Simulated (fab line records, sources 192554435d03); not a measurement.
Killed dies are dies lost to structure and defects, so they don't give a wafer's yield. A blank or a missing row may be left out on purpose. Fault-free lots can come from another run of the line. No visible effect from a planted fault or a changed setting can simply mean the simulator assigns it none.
Chamber matching | flow n5-finfet | rie-diel-02 running N5_STI_FIN_REVEAL_STRIP_24: 4 sister chambers
The step strips in N2/H2, time 90 s. 4 wafers are shown with their chamber, then 11 later ones without.

WAFERS WITH THEIR CHAMBER
wafer  | chamber | showerhead-plenum-p-Torr (Torr)
L087.5 | 1       | 3.50
L089.4 | 0       | 3.20
L089.5 | 2       | 3.51
L090.1 | 3       | 3.37

WAFERS WITH NO CHAMBER GIVEN
wafer  | showerhead-plenum-p-Torr (Torr)
L090.2 | 3.20
L090.5 | 3.20
L092.2 | 3.50
L092.3 | 3.49
L092.4 | 3.37
L096.1 | 3.20
L096.3 | 3.49
L096.5 | 3.36
L097.1 | 3.20
L097.3 | 3.49
L097.5 | 3.20

EACH ONE'S CHAMBER
wafer  | from the rows above     | in truth
L090.2 | 0                       | 0
L090.5 | 0                       | 0
L092.2 | can't be placed: 1 or 2 | 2
L092.3 | can't be placed: 1 or 2 | 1
L092.4 | 3                       | 3
L096.1 | 0                       | 0
L096.3 | can't be placed: 1 or 2 | 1
L096.5 | 3                       | 3
L097.1 | 0                       | 0
L097.3 | can't be placed: 1 or 2 | 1
L097.5 | 0                       | 0
Correctly placed: 7 of 11. Cannot be placed on the basis of these rows: 4; the candidates contain the true chamber in 4. 0 placed wrongly.
How it was worked out, from the rows above alone: a wafer's distance from a chamber is the root of the sum, over the readings, of the square of ((its reading less the chamber's mean) divided by the reading's scatter). If the next closest chamber is less than 2 further off than the closest, the wafer can't be placed; otherwise it belongs to the closest. For every chamber, the mean is computed from those of its wafers that are shown. The scatter: with one shown wafer a chamber, the root of the mean of the squares of how far each hidden wafer lies from its nearest shown one.
